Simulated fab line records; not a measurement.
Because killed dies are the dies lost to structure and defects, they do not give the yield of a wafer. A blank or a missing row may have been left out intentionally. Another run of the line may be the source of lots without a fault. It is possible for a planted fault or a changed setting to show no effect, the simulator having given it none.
What tool caused it? :: flow n5 finfet :: 24 lots, 72 wafers sampled, at 6 steps of a route of 1938

== WHAT EACH GAUGE READ, for each wafer ==
N5_BEOL_M4_CD_MEAS_35: target cd 18 nm, target cd y 22.4 nm. Usual: cd nm at 18.1 nm, with a standard deviation of 0.38.
lot: L074
measured: day 7 11:20
on: cd sem-01
cd nm (nm): 18.6 17.8 18.0
flag: 

lot: L076
measured: day 7 19:59
on: cd sem-03
cd nm (nm): 18.2 17.6 18.3
flag: 

lot: L075
measured: day 7 22:56
on: cd sem-01
cd nm (nm): 18.7 18.6 18.1
flag: 

lot: L077
measured: day 8 20:48
on: cd sem-02
cd nm (nm): 18.3 18.2 18.4
flag: 

lot: L079
measured: day 8 23:56
on: cd sem-03
cd nm (nm): 17.5 17.9 17.7
flag: 

lot: L078
measured: day 9 02:55
on: cd sem-02
cd nm (nm): 17.9 18.4 18.6
flag: 

lot: L081
measured: day 9 06:05
on: cd sem-03
cd nm (nm): 17.8 18.7 18.5
flag: 

lot: L080
measured: day 9 06:17
on: cd sem-02
cd nm (nm): 17.7 17.6 17.9
flag: 

lot: L082
measured: day 9 06:34
on: cd sem-02
cd nm (nm): 18.0 17.7 18.2
flag: 

lot: L083
measured: day 9 18:46
on: cd sem-03
cd nm (nm): 18.2 17.7 18.1
flag: 

lot: L084
measured: day 10 01:34
on: cd sem-01
cd nm (nm): 18.5 18.4 19.2
flag: 

lot: L085
measured: day 10 11:13
on: cd sem-01
cd nm (nm): 18.2 17.8 17.7
flag: 

lot: L086
measured: day 10 22:02
on: cd sem-01
cd nm (nm): 18.8 18.6 17.9
flag: 

lot: L088
measured: day 10 23:58
on: cd sem-01
cd nm (nm): 17.5 17.1 17.4
flag: 

lot: L087
measured: day 11 03:23
on: cd sem-02
cd nm (nm): 17.9 18.4 17.9
flag: 

lot: L089
measured: day 11 17:59
on: cd sem-01
cd nm (nm): 18.0 18.1 18.1
flag: 

lot: L090
measured: day 11 18:28
on: cd sem-03
cd nm (nm): 18.3 18.8 18.6
flag: 

lot: L091
measured: day 11 20:08
on: cd sem-03
cd nm (nm): 17.9 17.4 18.0
flag: 

lot: L092
measured: day 11 23:29
on: cd sem-01
cd nm (nm): 18.3 18.1 18.1
flag: 

lot: L093
measured: day 12 05:35
on: cd sem-02
cd nm (nm): 17.9 18.0 17.6
flag: 

lot: L094
measured: day 12 14:19
on: cd sem-01
cd nm (nm): 17.3 18.0 18.0
flag: 

lot: L095
measured: day 12 22:40
on: cd sem-02
cd nm (nm): 17.7 18.2 17.6
flag: 

lot: L096
measured: day 13 15:18
on: cd sem-03
cd nm (nm): 17.6 17.6 17.9
flag: 

lot: L097
measured: day 13 18:37
on: cd sem-01
cd nm (nm): 18.1 17.9 17.8
flag: 

N5_BEOL_M5_INSPECT_30: inspects for defects (brightfield). Usual: raw defect count at 397, with a standard deviation of 99.
lot: L074
measured: day 7 19:14
on: defect inspect-01
raw defect count: 425 350 447
flag: 

lot: L076
measured: day 8 05:10
on: defect inspect-02
raw defect count: 289 344 332
flag: 

lot: L075
measured: day 8 07:19
on: defect inspect-01
raw defect count: 406 531 350
flag: 

lot: L077
measured: day 9 05:14
on: defect inspect-02
raw defect count: 249 320 271
flag: 

lot: L079
measured: day 9 10:31
on: defect inspect-01
raw defect count: 588 383 453
flag: 

lot: L078
measured: day 9 12:41
on: defect inspect-02
raw defect count: 414 461 324
flag: 

lot: L081
measured: day 9 13:33
on: defect inspect-01
raw defect count: 334 368 386
flag: 

lot: L080
measured: day 9 17:04
on: defect inspect-02
raw defect count: 273 269 468
flag: 

lot: L082
measured: day 9 17:38
on: defect inspect-02
raw defect count: 394 375 366
flag: 

lot: L083
measured: day 10 06:35
on: defect inspect-01
raw defect count: 484 395 457
flag: 

lot: L084
measured: day 10 10:30
on: defect inspect-01
raw defect count: 560 357 396
flag: 

lot: L085
measured: day 10 18:55
on: defect inspect-01
raw defect count: 483 436 435
flag: 

lot: L086
measured: day 11 05:53
on: defect inspect-01
raw defect count: 506 473 550
flag: 

lot: L088
measured: day 11 10:01
on: defect inspect-01
raw defect count: 478 539 724
flag: 

lot: L087
measured: day 11 13:27
on: defect inspect-02
raw defect count: 284 236 207
flag: 

lot: L089
measured: day 12 01:49
on: defect inspect-02
raw defect count: 534 449 384
flag: 

lot: L090
measured: day 12 05:26
on: defect inspect-01
raw defect count: 406 458 543
flag: 

lot: L091
measured: day 12 05:23
on: defect inspect-02
raw defect count: 315 321 458
flag: 

lot: L092
measured: day 12 08:17
on: defect inspect-01
raw defect count: 349 376 473
flag: 

lot: L093
measured: day 12 16:35
on: defect inspect-02
raw defect count: 284 312 455
flag: 

lot: L094
measured: day 13 00:25
on: defect inspect-01
raw defect count: 335 238 279
flag: 

lot: L095
measured: day 13 07:05
on: defect inspect-02
raw defect count: 290 350 233
flag: 

lot: L096
measured: day 14 00:50
on: defect inspect-02
raw defect count: 322 386 409
flag: 

lot: L097
measured: day 14 03:16
on: defect inspect-02
raw defect count: 411 488 449
flag: 

== WHAT TOOL EACH LOT RAN ON (gives the tool, then ch and the chambers of the sampled wafers, and finally the start) ==
lot: L074
N5_BEOL_M4_SPUTTER_48: pvd sputter-01, day 7 12:19
N5_BEOL_M4_ANNEAL_89: pvd sputter-01, day 7 13:16
N5_BEOL_M4_ANNEAL_95: pvd sputter-01, day 7 13:56
N5_BEOL_M4_SPUTTER_96: pvd sputter-01, day 7 14:04

lot: L076
N5_BEOL_M4_SPUTTER_48: pvd sputter-01, day 7 21:09
N5_BEOL_M4_ANNEAL_89: pvd sputter-01, day 7 22:07
N5_BEOL_M4_ANNEAL_95: pvd sputter-01, day 7 22:46
N5_BEOL_M4_SPUTTER_96: pvd sputter-01, day 7 22:55

lot: L075
N5_BEOL_M4_SPUTTER_48: pvd sputter-03, day 8 00:05
N5_BEOL_M4_ANNEAL_89: pvd sputter-03, day 8 01:02
N5_BEOL_M4_ANNEAL_95: pvd sputter-03, day 8 01:42
N5_BEOL_M4_SPUTTER_96: pvd sputter-03, day 8 01:50

lot: L077
N5_BEOL_M4_SPUTTER_48: pvd sputter-03, day 8 21:36
N5_BEOL_M4_ANNEAL_89: pvd sputter-03, day 8 22:34
N5_BEOL_M4_ANNEAL_95: pvd sputter-03, day 8 23:13
N5_BEOL_M4_SPUTTER_96: pvd sputter-03, day 8 23:22

lot: L079
N5_BEOL_M4_SPUTTER_48: pvd sputter-02, day 9 01:06
N5_BEOL_M4_ANNEAL_89: pvd sputter-02, day 9 02:04
N5_BEOL_M4_ANNEAL_95: pvd sputter-02, day 9 02:43
N5_BEOL_M4_SPUTTER_96: pvd sputter-02, day 9 02:52

lot: L078
N5_BEOL_M4_SPUTTER_48: pvd sputter-01, day 9 04:12
N5_BEOL_M4_ANNEAL_89: pvd sputter-01, day 9 05:10
N5_BEOL_M4_ANNEAL_95: pvd sputter-01, day 9 05:49
N5_BEOL_M4_SPUTTER_96: pvd sputter-01, day 9 05:58

lot: L081
N5_BEOL_M4_SPUTTER_48: pvd sputter-01, day 9 06:58
N5_BEOL_M4_ANNEAL_89: pvd sputter-01, day 9 07:56
N5_BEOL_M4_ANNEAL_95: pvd sputter-01, day 9 08:35
N5_BEOL_M4_SPUTTER_96: pvd sputter-01, day 9 08:44

lot: L080
N5_BEOL_M4_SPUTTER_48: pvd sputter-01, day 9 08:53
N5_BEOL_M4_ANNEAL_89: pvd sputter-01, day 9 09:51
N5_BEOL_M4_ANNEAL_95: pvd sputter-01, day 9 10:31
N5_BEOL_M4_SPUTTER_96: pvd sputter-01, day 9 10:39

lot: L082
N5_BEOL_M4_SPUTTER_48: pvd sputter-02, day 9 09:11
N5_BEOL_M4_ANNEAL_89: pvd sputter-02, day 9 10:08
N5_BEOL_M4_ANNEAL_95: pvd sputter-02, day 9 10:48
N5_BEOL_M4_SPUTTER_96: pvd sputter-02, day 9 10:56

lot: L083
N5_BEOL_M4_SPUTTER_48: pvd sputter-03, day 9 21:43
N5_BEOL_M4_ANNEAL_89: pvd sputter-03, day 9 22:41
N5_BEOL_M4_ANNEAL_95: pvd sputter-03, day 9 23:20
N5_BEOL_M4_SPUTTER_96: pvd sputter-03, day 9 23:29

lot: L084
N5_BEOL_M4_SPUTTER_48: pvd sputter-03, day 10 02:38
N5_BEOL_M4_ANNEAL_89: pvd sputter-03, day 10 03:36
N5_BEOL_M4_ANNEAL_95: pvd sputter-03, day 10 04:16
N5_BEOL_M4_SPUTTER_96: pvd sputter-03, day 10 04:24

lot: L085
N5_BEOL_M4_SPUTTER_48: pvd sputter-02, day 10 12:41
N5_BEOL_M4_ANNEAL_89: pvd sputter-02, day 10 13:39
N5_BEOL_M4_ANNEAL_95: pvd sputter-02, day 10 14:19
N5_BEOL_M4_SPUTTER_96: pvd sputter-02, day 10 14:27

lot: L086
N5_BEOL_M4_SPUTTER_48: pvd sputter-03, day 10 23:17
N5_BEOL_M4_ANNEAL_89: pvd sputter-03, day 11 00:14
N5_BEOL_M4_ANNEAL_95: pvd sputter-03, day 11 00:54
N5_BEOL_M4_SPUTTER_96: pvd sputter-03, day 11 01:02

lot: L088
N5_BEOL_M4_SPUTTER_48: pvd sputter-01, day 11 01:45
N5_BEOL_M4_ANNEAL_89: pvd sputter-01, day 11 02:43
N5_BEOL_M4_ANNEAL_95: pvd sputter-01, day 11 03:22
N5_BEOL_M4_SPUTTER_96: pvd sputter-01, day 11 03:31

lot: L087
N5_BEOL_M4_SPUTTER_48: pvd sputter-01, day 11 04:16
N5_BEOL_M4_ANNEAL_89: pvd sputter-01, day 11 05:14
N5_BEOL_M4_ANNEAL_95: pvd sputter-01, day 11 05:53
N5_BEOL_M4_SPUTTER_96: pvd sputter-01, day 11 06:02

lot: L089
N5_BEOL_M4_SPUTTER_48: pvd sputter-02, day 11 19:04
N5_BEOL_M4_ANNEAL_89: pvd sputter-02, day 11 20:02
N5_BEOL_M4_ANNEAL_95: pvd sputter-02, day 11 20:41
N5_BEOL_M4_SPUTTER_96: pvd sputter-02, day 11 20:50

lot: L090
N5_BEOL_M4_SPUTTER_48: pvd sputter-03, day 11 19:39
N5_BEOL_M4_ANNEAL_89: pvd sputter-03, day 11 20:37
N5_BEOL_M4_ANNEAL_95: pvd sputter-03, day 11 21:16
N5_BEOL_M4_SPUTTER_96: pvd sputter-03, day 11 21:25

lot: L091
N5_BEOL_M4_SPUTTER_48: pvd sputter-02, day 11 21:13
N5_BEOL_M4_ANNEAL_89: pvd sputter-02, day 11 22:11
N5_BEOL_M4_ANNEAL_95: pvd sputter-02, day 11 22:50
N5_BEOL_M4_SPUTTER_96: pvd sputter-02, day 11 22:59

lot: L092
N5_BEOL_M4_SPUTTER_48: pvd sputter-02, day 12 00:26
N5_BEOL_M4_ANNEAL_89: pvd sputter-02, day 12 01:23
N5_BEOL_M4_ANNEAL_95: pvd sputter-02, day 12 02:03
N5_BEOL_M4_SPUTTER_96: pvd sputter-02, day 12 02:11

lot: L093
N5_BEOL_M4_SPUTTER_48: pvd sputter-03, day 12 06:44
N5_BEOL_M4_ANNEAL_89: pvd sputter-03, day 12 07:42
N5_BEOL_M4_ANNEAL_95: pvd sputter-03, day 12 08:22
N5_BEOL_M4_SPUTTER_96: pvd sputter-03, day 12 08:30

lot: L094
N5_BEOL_M4_SPUTTER_48: pvd sputter-03, day 12 16:01
N5_BEOL_M4_ANNEAL_89: pvd sputter-03, day 12 16:58
N5_BEOL_M4_ANNEAL_95: pvd sputter-03, day 12 17:38
N5_BEOL_M4_SPUTTER_96: pvd sputter-03, day 12 17:46

lot: L095
N5_BEOL_M4_SPUTTER_48: pvd sputter-01, day 12 23:25
N5_BEOL_M4_ANNEAL_89: pvd sputter-01, day 13 00:23
N5_BEOL_M4_ANNEAL_95: pvd sputter-01, day 13 01:02
N5_BEOL_M4_SPUTTER_96: pvd sputter-01, day 13 01:11

lot: L096
N5_BEOL_M4_SPUTTER_48: pvd sputter-01, day 13 16:01
N5_BEOL_M4_ANNEAL_89: pvd sputter-01, day 13 16:58
N5_BEOL_M4_ANNEAL_95: pvd sputter-01, day 13 17:38
N5_BEOL_M4_SPUTTER_96: pvd sputter-01, day 13 17:46

lot: L097
N5_BEOL_M4_SPUTTER_48: pvd sputter-02, day 13 19:45
N5_BEOL_M4_ANNEAL_89: pvd sputter-02, day 13 20:43
N5_BEOL_M4_ANNEAL_95: pvd sputter-02, day 13 21:22
N5_BEOL_M4_SPUTTER_96: pvd sputter-02, day 13 21:31
- N5_BEOL_M4_SPUTTER_48: material Cu, target thk 4.5 nm, time 8.29 s.
- N5_BEOL_M4_ANNEAL_89: time 240 s.
- N5_BEOL_M4_ANNEAL_95: time 240 s.
- N5_BEOL_M4_SPUTTER_96: material Cu, target thk 4.5 nm, time 8.29 s.

== WHAT THE TOOLS THEMSELVES READ (means of the sampled wafers that have a number; where no wafer has one, the mark that the record gives instead) ==
N5_BEOL_M4_SPUTTER_48. Usual: throttle valve pct at 30.3 %, with a standard deviation of 1.1.
lot: L074
tool: pvd sputter-01
throttle valve pct (%): 31.2
flag: 

lot: L076
tool: pvd sputter-01
throttle valve pct (%): 30.7
flag: 

lot: L075
tool: pvd sputter-03
throttle valve pct (%): 30.4
flag: 

lot: L077
tool: pvd sputter-03
throttle valve pct (%): 29.6
flag: 

lot: L079
tool: pvd sputter-02
throttle valve pct (%): 30.7
flag: 

lot: L078
tool: pvd sputter-01
throttle valve pct (%): 30.8
flag: 

lot: L081
tool: pvd sputter-01
throttle valve pct (%): 30.7
flag: 

lot: L080
tool: pvd sputter-01
throttle valve pct (%): 30.8
flag: 

lot: L082
tool: pvd sputter-02
throttle valve pct (%): 30.5
flag: 

lot: L083
tool: pvd sputter-03
throttle valve pct (%): 29.8
flag: 

lot: L084
tool: pvd sputter-03
throttle valve pct (%): 29.9
flag: 

lot: L085
tool: pvd sputter-02
throttle valve pct (%): 30.3
flag: 

lot: L086
tool: pvd sputter-03
throttle valve pct (%): 29.3
flag: 

lot: L088
tool: pvd sputter-01
throttle valve pct (%): 31.2
flag: 

lot: L087
tool: pvd sputter-01
throttle valve pct (%): 31.0
flag: 

lot: L089
tool: pvd sputter-02
throttle valve pct (%): 29.7
flag: 

lot: L090
tool: pvd sputter-03
throttle valve pct (%): 29.8
flag: 

lot: L091
tool: pvd sputter-02
throttle valve pct (%): 30.3
flag: 

lot: L092
tool: pvd sputter-02
throttle valve pct (%): 30.3
flag: 

lot: L093
tool: pvd sputter-03
throttle valve pct (%): 29.9
flag: 

lot: L094
tool: pvd sputter-03
throttle valve pct (%): 28.9
flag: 

lot: L095
tool: pvd sputter-01
throttle valve pct (%): 30.5
flag: 

lot: L096
tool: pvd sputter-01
throttle valve pct (%): 30.8
flag: 

lot: L097
tool: pvd sputter-02
throttle valve pct (%): 30.1
flag: 

N5_BEOL_M4_ANNEAL_89. Usual: heater power w at 913 W, with a standard deviation of 120.
lot: L074
tool: pvd sputter-01
heater power w (W): 1052
flag: 

lot: L076
tool: pvd sputter-01
heater power w (W): 916
flag: 

lot: L075
tool: pvd sputter-03
heater power w (W): 872
flag: 

lot: L077
tool: pvd sputter-03
heater power w (W): 721
flag: 

lot: L079
tool: pvd sputter-02
heater power w (W): 798
flag: 

lot: L078
tool: pvd sputter-01
heater power w (W): 914
flag: 

lot: L081
tool: pvd sputter-01
heater power w (W): 994
flag: 

lot: L080
tool: pvd sputter-01
heater power w (W): 917
flag: 

lot: L082
tool: pvd sputter-02
heater power w (W): 947
flag: 

lot: L083
tool: pvd sputter-03
heater power w (W): 911
flag: 

lot: L084
tool: pvd sputter-03
heater power w (W): 904
flag: 

lot: L085
tool: pvd sputter-02
heater power w (W): 946
flag: 

lot: L086
tool: pvd sputter-03
heater power w (W): 791
flag: 

lot: L088
tool: pvd sputter-01
heater power w (W): 1024
flag: 

lot: L087
tool: pvd sputter-01
heater power w (W): 991
flag: 

lot: L089
tool: pvd sputter-02
heater power w (W): 885
flag: 

lot: L090
tool: pvd sputter-03
heater power w (W): 904
flag: 

lot: L091
tool: pvd sputter-02
heater power w (W): 896
flag: 

lot: L092
tool: pvd sputter-02
heater power w (W): 955
flag: 

lot: L093
tool: pvd sputter-03
heater power w (W): 892
flag: 

lot: L094
tool: pvd sputter-03
heater power w (W): 887
flag: 

lot: L095
tool: pvd sputter-01
heater power w (W): 927
flag: 

lot: L096
tool: pvd sputter-01
heater power w (W): 988
flag: 

lot: L097
tool: pvd sputter-02
heater power w (W): 975
flag: 

N5_BEOL_M4_ANNEAL_95. Usual: heater power w at 915 W, with a standard deviation of 120.
lot: L074
tool: pvd sputter-01
heater power w (W): 1043
flag: 

lot: L076
tool: pvd sputter-01
heater power w (W): 918
flag: 

lot: L075
tool: pvd sputter-03
heater power w (W): 873
flag: 

lot: L077
tool: pvd sputter-03
heater power w (W): 733
flag: 

lot: L079
tool: pvd sputter-02
heater power w (W): 823
flag: 

lot: L078
tool: pvd sputter-01
heater power w (W): 938
flag: 

lot: L081
tool: pvd sputter-01
heater power w (W): 979
flag: 

lot: L080
tool: pvd sputter-01
heater power w (W): 906
flag: 

lot: L082
tool: pvd sputter-02
heater power w (W): 959
flag: 

lot: L083
tool: pvd sputter-03
heater power w (W): 886
flag: 

lot: L084
tool: pvd sputter-03
heater power w (W): 887
flag: 

lot: L085
tool: pvd sputter-02
heater power w (W): 937
flag: 

lot: L086
tool: pvd sputter-03
heater power w (W): 820
flag: 

lot: L088
tool: pvd sputter-01
heater power w (W): 1035
flag: 

lot: L087
tool: pvd sputter-01
heater power w (W): 980
flag: 

lot: L089
tool: pvd sputter-02
heater power w (W): 891
flag: 

lot: L090
tool: pvd sputter-03
heater power w (W): 898
flag: 

lot: L091
tool: pvd sputter-02
heater power w (W): 903
flag: 

lot: L092
tool: pvd sputter-02
heater power w (W): 947
flag: 

lot: L093
tool: pvd sputter-03
heater power w (W): 896
flag: 

lot: L094
tool: pvd sputter-03
heater power w (W): 903
flag: 

lot: L095
tool: pvd sputter-01
heater power w (W): 936
flag: 

lot: L096
tool: pvd sputter-01
heater power w (W): 985
flag: 

lot: L097
tool: pvd sputter-02
heater power w (W): 986
flag: 

N5_BEOL_M4_SPUTTER_96. Usual: throttle valve pct at 30.3 %, with a standard deviation of 1.1.
lot: L074
tool: pvd sputter-01
throttle valve pct (%): 31.3
flag: 

lot: L076
tool: pvd sputter-01
throttle valve pct (%): 30.5
flag: 

lot: L075
tool: pvd sputter-03
throttle valve pct (%): 30.5
flag: 

lot: L077
tool: pvd sputter-03
throttle valve pct (%): 29.7
flag: 

lot: L079
tool: pvd sputter-02
throttle valve pct (%): 30.7
flag: 

lot: L078
tool: pvd sputter-01
throttle valve pct (%): 30.8
flag: 

lot: L081
tool: pvd sputter-01
throttle valve pct (%): 30.7
flag: 

lot: L080
tool: pvd sputter-01
throttle valve pct (%): 30.9
flag: 

lot: L082
tool: pvd sputter-02
throttle valve pct (%): 30.4
flag: 

lot: L083
tool: pvd sputter-03
throttle valve pct (%): 29.6
flag: 

lot: L084
tool: pvd sputter-03
throttle valve pct (%): 29.7
flag: 

lot: L085
tool: pvd sputter-02
throttle valve pct (%): 30.2
flag: 

lot: L086
tool: pvd sputter-03
throttle valve pct (%): 29.2
flag: 

lot: L088
tool: pvd sputter-01
throttle valve pct (%): 31.3
flag: 

lot: L087
tool: pvd sputter-01
throttle valve pct (%): 30.7
flag: 

lot: L089
tool: pvd sputter-02
throttle valve pct (%): 30.0
flag: 

lot: L090
tool: pvd sputter-03
throttle valve pct (%): 29.9
flag: 

lot: L091
tool: pvd sputter-02
throttle valve pct (%): 30.6
flag: 

lot: L092
tool: pvd sputter-02
throttle valve pct (%): 30.1
flag: 

lot: L093
tool: pvd sputter-03
throttle valve pct (%): 29.7
flag: 

lot: L094
tool: pvd sputter-03
throttle valve pct (%): 29.0
flag: 

lot: L095
tool: pvd sputter-01
throttle valve pct (%): 30.5
flag: 

lot: L096
tool: pvd sputter-01
throttle valve pct (%): 30.6
flag: 

lot: L097
tool: pvd sputter-02
throttle valve pct (%): 30.2
flag: 

== THE ANSWER, worked out from the rows above alone ==
Rule: a lot is off if the mean of its wafers that have a number lies more than 3 standard deviations from the usual mean. Also off: a lot with no number at a reading for which 4 or more lots have one. Where the step has rows for the other lots, those lots are counted as sound. Order of review: gauges by route order, followed by the tools' own readings, for which a lot's mean as printed above is used. The first step at which some lot is off is used, and at that step the reading that is off furthest; a lot without a number counts as furthest.
Across all readings shown, no lot is off: no conclusion can be drawn from this.

== WHAT HAD BEEN PUT IN BY THE SIMULATOR ==
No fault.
